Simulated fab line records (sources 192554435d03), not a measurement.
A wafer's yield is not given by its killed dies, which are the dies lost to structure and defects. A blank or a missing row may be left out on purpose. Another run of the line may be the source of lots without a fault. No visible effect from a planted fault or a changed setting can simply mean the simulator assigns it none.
Chamber matching	flow n5-finfet	4 sister chambers for N5_BEOL_M11_STRIP_36 on rie-diel-03
The step strips in N2/H2. 18 wafers are shown with their chamber, then 9 later ones without.

== WAFERS, EACH WITH ITS CHAMBER ==
wafer	chamber	showerhead-plenum-p-Torr (Torr)	drypump-motor-current-A (A)	throttle-valve-pct (%)
L074.3	3	2.61	5.87	23.54
L074.4	2	2.58	6.06	23.76
L074.5	2	2.57	6.03	23.74
L078.1	1	2.51	5.43	23.84
L078.2	2	2.57	6.04	23.75
L078.6	3	2.61	5.84	23.58
L079.1	0	2.41	5.74	23.57
L079.4	1	2.50	5.45	23.86
L079.5	1	2.50	5.47	23.87
L082.1	2	2.57	6.02	23.79
L082.2	0	2.41	5.75	23.55
L082.6	2	2.57	6.02	23.79
L086.1	3	2.61	5.87	23.09
L086.2	1	2.50	5.50	23.91
L086.5	2	2.56	6.02	23.75
L091.4	0	2.40	5.76	23.59
L091.5	0	2.40	5.74	23.56
L091.6	1	2.49	5.47	23.89

SIGNATURES (averages over the wafers above)
reading	chamber 0	chamber 1	chamber 2	chamber 3	scatter within a chamber
showerhead-plenum-p-Torr	2.4050	2.5000	2.5700	2.6100	0.00598
drypump-motor-current-A	5.7475	5.4640	6.0317	5.8600	0.0187
throttle-valve-pct	23.5675	23.8740	23.7633	23.4033	0.105
Rule: a wafer's distance from a chamber is the root of the sum, over the readings, of the square of ((its reading less the chamber's mean) divided by the reading's scatter). The wafer belongs to the nearest chamber; if the next one is less than 2 further off, it can't be placed. How the scatter is found: for the shown wafers, subtract from each reading the mean of its chamber, square and add these, divide the total by (wafers less chambers), then take the root.

== WAFERS WITH NO CHAMBER GIVEN ==
wafer	showerhead-plenum-p-Torr (Torr)	drypump-motor-current-A (A)	throttle-valve-pct (%)
L092.2	2.60	5.84	23.05
L092.3	2.40	5.74	23.60
L092.5	2.60	5.81	23.02
L095.3	2.40	5.70	23.62
L095.4	2.49	5.48	23.42
L095.5	2.40	5.74	23.61
L096.3	2.60	5.82	23.09
L096.5	2.55	6.05	23.81
L096.6	2.49	5.46	23.46

== WHICH CHAMBER EACH WENT THROUGH ==
wafer	from the rows above	in truth
L092.2	3	3
L092.3	0	0
L092.5	3	3
L095.3	0	0
L095.4	1	1
L095.5	0	0
L096.3	3	3
L096.5	2	2
L096.6	1	1
Placed correctly: 9 of 9. Number that these rows cannot place: 0. Wrongly placed: 0.
